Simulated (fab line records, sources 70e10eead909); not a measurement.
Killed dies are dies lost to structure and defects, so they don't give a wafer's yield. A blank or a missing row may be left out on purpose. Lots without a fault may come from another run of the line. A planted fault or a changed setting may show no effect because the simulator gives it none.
Which tool did it? | flow nand_harc | 24 lots, 72 wafers sampled, at 6 steps of a route of 1302

WHAT THE GAUGES READ, wafer by wafer
NHARC_A_BONDPAD_THK_MEAS_30: measures by ellipsometry.
lot  | measured     | on            | thk_nm (nm)
L074 | day 23 04:14 | film_metro-01 | 202.6 199.5 198.9
L075 | day 23 11:31 | film_metro-01 | 200.7 202.3 202.2
L076 | day 23 11:58 | film_metro-01 | 199.2 198.0 198.3
L078 | day 24 16:20 | film_metro-02 | 197.6 198.0 200.4
L077 | day 24 18:23 | film_metro-01 | 199.8 198.4 199.5
L079 | day 25 12:45 | film_metro-01 | 200.7 200.2 202.8
L080 | day 25 15:38 | film_metro-01 | 199.9 199.3 200.2
L081 | day 25 17:17 | film_metro-02 | 199.8 199.1 199.3
L082 | day 26 16:53 | film_metro-01 | 203.5 203.6 202.6
L083 | day 26 20:49 | film_metro-01 | 200.4 201.7 202.0
L084 | day 28 04:31 | film_metro-02 | 201.0 199.8 202.7
L085 | day 28 06:17 | film_metro-02 | 201.0 197.0 198.9
L086 | day 28 15:27 | film_metro-02 | 198.4 200.6 198.1
L087 | day 28 16:28 | film_metro-01 | 202.9 198.8 197.1
L089 | day 30 05:41 | film_metro-01 | 200.3 200.6 198.5
L090 | day 30 07:31 | film_metro-02 | 199.1 200.4 199.8
L088 | day 30 12:35 | film_metro-01 | 198.6 200.6 200.7
L093 | day 30 17:54 | film_metro-02 | 200.5 198.8 199.0
L092 | day 30 19:59 | film_metro-01 | 199.5 201.4 199.2
L091 | day 31 00:29 | film_metro-01 | 201.2 199.0 199.7
L094 | day 31 14:44 | film_metro-02 | 200.2 203.9 201.0
L095 | day 31 18:43 | film_metro-02 | 200.3 200.8 200.0
L097 | day 32 14:38 | film_metro-02 | 204.1 202.1 199.5
L096 | day 32 16:08 | film_metro-02 | 197.6 197.9 199.8

WHICH TOOL RAN EACH LOT (tool, then ch and the chambers of the sampled wafers, then the start)
lot  | NHARC_A_CONTACT_ETCH_139             | NHARC_A_CONTACT_CMP_20        | NHARC_A_M0_ETCH_15                            | NHARC_A_BONDPAD_DEP_00                   | NHARC_A_BONDPAD_CMP_29
L074 | har_cap_etch-01 ch 0,1, day 22 11:40 | cmp-02 ch 1,3, day 22 14:30   | rie_diel-11 ch 1,3, day 23 03:37 or earlier   | pecvd-04 ch 0,1,2, day 23 03:37          | cmp-02 ch 0,2,3, day 23 03:59
L075 | har_cap_etch-01 ch 0,1, day 22 18:56 | cmp-01 ch 1,3, day 22 22:16   | rie_diel-09 ch 0,1, day 23 10:53 or earlier   | pecvd-03 ch 0,1,2, day 23 10:53          | cmp-04 ch 0,2, day 23 11:15
L076 | har_cap_etch-03 ch 0,1, day 22 19:53 | cmp-01 ch 1,2,3, day 22 22:43 | rie_diel-09 ch 2,3, day 23 11:27 or earlier   | pecvd-03 ch 0,1,2, day 23 11:27          | cmp-01 ch 0,1,2, day 23 11:47
L078 | har_cap_etch-02 ch 0,1, day 23 23:42 | cmp-02 ch 0,3, day 24 03:22   | rie_diel-05 ch 0,1,3, day 24 16:07 or earlier | pecvd-04 ch 0,1, day 24 16:07 or earlier | cmp-01 ch 0,1,2, day 24 16:07
L077 | har_cap_etch-01 ch 0,1, day 24 02:22 | cmp-02 ch 0,1,3, day 24 05:10 | rie_diel-09 ch 0,2, day 24 17:47 or earlier   | pecvd-02 ch 0,2, day 24 17:47            | cmp-01 ch 0,1,2, day 24 18:10
L079 | har_cap_etch-03 ch 0,1, day 24 20:56 | cmp-01 ch 0,1,3, day 24 23:45 | rie_diel-11 ch 1,2,3, day 25 12:05 or earlier | pecvd-04 ch 0,1,2, day 25 12:05          | cmp-04 ch 0,1,2, day 25 12:31
L080 | har_cap_etch-01 ch 0,1, day 24 22:52 | cmp-01 ch 2,3, day 25 01:34   | rie_diel-11 ch 2,3, day 25 15:28 or earlier   | pecvd-04 ch 0,1, day 25 15:28 or earlier | cmp-01 ch 0,1,2, day 25 15:28
L081 | har_cap_etch-02 ch 0,1, day 25 00:23 | cmp-01 ch 0,1, day 25 03:09   | rie_diel-09 ch 0,1,2, day 25 17:02 or earlier | pecvd-04 ch 0,1, day 25 17:02 or earlier | cmp-02 ch 1,2, day 25 17:02
L082 | har_cap_etch-01 ch 0,1, day 26 00:31 | cmp-04 ch 0,2,3, day 26 03:32 | rie_diel-05 ch 0,1,3, day 26 16:05 or earlier | pecvd-02 ch 1,2, day 26 16:05            | cmp-04 ch 0,2, day 26 16:40
L083 | har_cap_etch-02 ch 0,1, day 26 01:39 | cmp-02 ch 1,2,3, day 26 04:34 | rie_diel-05 ch 0,3, day 26 20:10 or earlier   | pecvd-03 ch 0,1, day 26 20:10            | cmp-04 ch 0,1,3, day 26 20:35
L084 | har_cap_etch-03 ch 0,1, day 27 12:23 | cmp-02 ch 1,2,3, day 27 15:26 | rie_diel-05 ch 0,1, day 28 03:55 or earlier   | pecvd-04 ch 0,2, day 28 03:55            | cmp-01 ch 0,2,3, day 28 04:16
L085 | har_cap_etch-01 ch 0,1, day 27 13:34 | cmp-01 ch 0,1,3, day 27 16:29 | rie_diel-11 ch 0,1,3, day 28 05:33 or earlier | pecvd-02 ch 1, day 28 05:33              | cmp-02 ch 1,2, day 28 06:02
L086 | har_cap_etch-01 ch 0,1, day 27 23:11 | cmp-02 ch 0,2,3, day 28 02:07 | rie_diel-05 ch 0,2, day 28 14:53 or earlier   | pecvd-03 ch 0,2, day 28 14:53            | cmp-02 ch 1,2, day 28 15:14
L087 | har_cap_etch-02 ch 0,1, day 28 00:24 | cmp-04 ch 0,2,3, day 28 03:22 | rie_diel-11 ch 0,2,3, day 28 15:48 or earlier | pecvd-04 ch 0,1,2, day 28 15:48          | cmp-01 ch 0,3, day 28 16:13
L089 | har_cap_etch-01 ch 0,1, day 29 13:05 | cmp-04 ch 0,1,2, day 29 15:55 | rie_diel-09 ch 0,1,3, day 30 05:27 or earlier | pecvd-02 ch 1,2, day 30 05:27 or earlier | cmp-01 ch 0,2,3, day 30 05:27
L090 | har_cap_etch-02 ch 0,1, day 29 15:37 | cmp-02 ch 0,3, day 29 18:29   | rie_diel-05 ch 0,2,3, day 30 06:55 or earlier | pecvd-03 ch 0,1,2, day 30 06:55          | cmp-02 ch 1,2, day 30 07:16
L088 | har_cap_etch-03 ch 0,1, day 29 20:19 | cmp-04 ch 0,1,2, day 29 23:13 | rie_diel-11 ch 0,3, day 30 12:01 or earlier   | pecvd-03 ch 0,2, day 30 12:01            | cmp-04 ch 0,1, day 30 12:20
L093 | har_cap_etch-02 ch 0,1, day 30 01:40 | cmp-02 ch 0,2,3, day 30 04:31 | rie_diel-09 ch 0,1,3, day 30 17:17 or earlier | pecvd-03 ch 0,1,2, day 30 17:17          | cmp-01 ch 0,1, day 30 17:39
L092 | har_cap_etch-03 ch 0,1, day 30 03:16 | cmp-04 ch 0,2,3, day 30 06:07 | rie_diel-09 ch 0,1,3, day 30 19:20 or earlier | pecvd-04 ch 0,2, day 30 19:20            | cmp-04 ch 1,3, day 30 19:44
L091 | har_cap_etch-03 ch 0,1, day 30 08:16 | cmp-02 ch 0,3, day 30 11:07   | rie_diel-09 ch 0,3, day 30 23:58 or earlier   | pecvd-02 ch 0,1,2, day 30 23:58          | cmp-02 ch 0,3, day 31 00:14
L094 | har_cap_etch-02 ch 0,1, day 30 22:49 | cmp-02 ch 1,2, day 31 01:38   | rie_diel-09 ch 0,1,3, day 31 14:05 or earlier | pecvd-04 ch 0,1,2, day 31 14:05          | cmp-04 ch 0,1,3, day 31 14:31
L095 | har_cap_etch-03 ch 0,1, day 31 02:13 | cmp-02 ch 0,2,3, day 31 05:30 | rie_diel-09 ch 0,1,2, day 31 18:07 or earlier | pecvd-02 ch 1,2, day 31 18:07            | cmp-04 ch 1,2,3, day 31 18:28
L097 | har_cap_etch-02 ch 0,1, day 31 22:18 | cmp-02 ch 0,1,2, day 32 01:11 | rie_diel-05 ch 2,3, day 32 14:24 or earlier   | pecvd-04 ch 0,2, day 32 14:24 or earlier | cmp-01 ch 0,1,3, day 32 14:24
L096 | har_cap_etch-01 ch 0,1, day 32 00:03 | cmp-04 ch 0,1, day 32 02:49   | rie_diel-11 ch 0,2,3, day 32 15:28 or earlier | pecvd-04 ch 0,2, day 32 15:28            | cmp-04 ch 0,3, day 32 15:53
- NHARC_A_CONTACT_ETCH_139: etches the open film in C4F8/O2/Ar, time 195 s, target depth 840 nm.
- NHARC_A_CONTACT_CMP_20: polishes, t overpolish 30 s, target thk 300 nm.
- NHARC_A_M0_ETCH_15: etches the open film in C4F8/Ar, target depth 150 nm, overetch 15 nm, time 82.5 s.
- NHARC_A_BONDPAD_DEP_00: deposits SiCN, target thk 250 nm.
- NHARC_A_BONDPAD_CMP_29: polishes SiCN, target thk 200 nm.

WHAT THE TOOLS THEMSELVES READ (means of the sampled wafers that have a number; where no wafer has one, the mark that the record gives instead)
NHARC_A_CONTACT_CMP_20.
lot  | tool   | motor_current_A (A) | overpolish_run_s (s) | time_to_endpoint_s (s)
L074 | cmp-02 | 10.9                | 30.003               | 60
L075 | cmp-01 | 11.5                | 30.002               | 59
L076 | cmp-01 | 12.3                | 29.991               | 56
L078 | cmp-02 | 11.0                | 29.996               | 61
L077 | cmp-02 | 10.9                | 29.999               | 57
L079 | cmp-01 | 12.4                | 30.005               | 59
L080 | cmp-01 | 12.8                | 29.997               | 56
L081 | cmp-01 | 12.2                | 30.002               | 57
L082 | cmp-04 | 12.3                | 30.002               | 65
L083 | cmp-02 | 11.6                | 29.999               | 63
L084 | cmp-02 | 11.8                | 30.006               | 62
L085 | cmp-01 | 12.6                | 30.001               | 61
L086 | cmp-02 | 11.9                | 30.001               | 60
L087 | cmp-04 | 11.8                | 30.005               | 61
L089 | cmp-04 | 12.8                | 29.995               | 61
L090 | cmp-02 | 11.0                | 30.003               | 60
L088 | cmp-04 | 12.4                | 30.010               | 61
L093 | cmp-02 | 11.7                | 29.992               | 55
L092 | cmp-04 | 12.0                | 30.009               | 65
L091 | cmp-02 | 11.1                | 29.994               | 61
L094 | cmp-02 | 11.8                | 30.002               | 61
L095 | cmp-02 | 11.5                | 30.009               | 60
L097 | cmp-02 | 11.2                | 30.003               | 60
L096 | cmp-04 | 13.6                | 29.999               | 65

NHARC_A_M0_ETCH_15.
lot  | tool        | oes_product_au (a.u.) | rf_vpp_V (V)
L074 | rie_diel-11 | 0.919                 | 441.9
L075 | rie_diel-09 | 0.925                 | 441.7
L076 | rie_diel-09 | 0.955                 | 441.7
L078 | rie_diel-05 | 0.977                 | 439.8
L077 | rie_diel-09 | 0.974                 | 442.6
L079 | rie_diel-11 | 0.979                 | 441.6
L080 | rie_diel-11 | 0.972                 | 440.4
L081 | rie_diel-09 | 0.931                 | 441.4
L082 | rie_diel-05 | 0.963                 | 439.9
L083 | rie_diel-05 | 0.952                 | 441.0
L084 | rie_diel-05 | 0.955                 | 439.3
L085 | rie_diel-11 | 0.950                 | 441.4
L086 | rie_diel-05 | 0.958                 | 439.8
L087 | rie_diel-11 | 0.966                 | 440.9
L089 | rie_diel-09 | 0.962                 | 440.9
L090 | rie_diel-05 | 0.934                 | 441.0
L088 | rie_diel-11 | 0.953                 | 440.9
L093 | rie_diel-09 | 0.964                 | 441.2
L092 | rie_diel-09 | 0.928                 | 441.1
L091 | rie_diel-09 | 0.957                 | 443.5
L094 | rie_diel-09 | 0.964                 | 440.8
L095 | rie_diel-09 | 0.958                 | 441.3
L097 | rie_diel-05 | 0.934                 | 438.8
L096 | rie_diel-11 | 0.965                 | 440.6

NHARC_A_BONDPAD_DEP_00.
lot  | tool     | heater_power_w (W)
L074 | pecvd-04 | 544
L075 | pecvd-03 | 583
L076 | pecvd-03 | 578
L078 | pecvd-04 | 559
L077 | pecvd-02 | 487
L079 | pecvd-04 | 485
L080 | pecvd-04 | 539
L081 | pecvd-04 | 507
L082 | pecvd-02 | 514
L083 | pecvd-03 | 559
L084 | pecvd-04 | 545
L085 | pecvd-02 | 452
L086 | pecvd-03 | 502
L087 | pecvd-04 | 522
L089 | pecvd-02 | 506
L090 | pecvd-03 | 569
L088 | pecvd-03 | 457
L093 | pecvd-03 | 543
L092 | pecvd-04 | 559
L091 | pecvd-02 | 489
L094 | pecvd-04 | 516
L095 | pecvd-02 | 489
L097 | pecvd-04 | 584
L096 | pecvd-04 | 555

NHARC_A_BONDPAD_CMP_29.
lot  | tool   | motor_current_A (A)
L074 | cmp-02 | 11.8
L075 | cmp-04 | 12.0
L076 | cmp-01 | 12.6
L078 | cmp-01 | 12.8
L077 | cmp-01 | 12.8
L079 | cmp-04 | 12.3
L080 | cmp-01 | 13.5
L081 | cmp-02 | 11.5
L082 | cmp-04 | 12.8
L083 | cmp-04 | 12.6
L084 | cmp-01 | 13.0
L085 | cmp-02 | 11.6
L086 | cmp-02 | 11.4
L087 | cmp-01 | 13.2
L089 | cmp-01 | 12.9
L090 | cmp-02 | 12.0
L088 | cmp-04 | 12.7
L093 | cmp-01 | 12.4
L092 | cmp-04 | 11.8
L091 | cmp-02 | 11.4
L094 | cmp-04 | 12.9
L095 | cmp-04 | 11.9
L097 | cmp-01 | 12.5
L096 | cmp-04 | 12.5

THE ANSWER, worked out from the rows above alone
Rule: what is usual is taken from the lots themselves. Put in order of their means at a reading, lots are off if they are a third of the lots or fewer, leave a main group of 4 or more, and stand apart from it by a gap of 3 or more times the standard deviation of the main group's means; of several such gaps the widest counts. A main group whose means are all the same, to the digits that the tables above print for the reading, isn't used. A lot without any number at a reading at which 4 lots or more have one is off too. The other lots that the step has rows for count as sound. The gauges are gone through in route order, then the tools' own readings, and for those a lot's mean is taken as printed above. The first step at which some lot is off is used, and at that step the reading that is off furthest; a lot without a number counts as furthest.
No lot is off at any reading shown: from this, nothing can be told.

WHAT THE SIMULATOR HAD PUT IN
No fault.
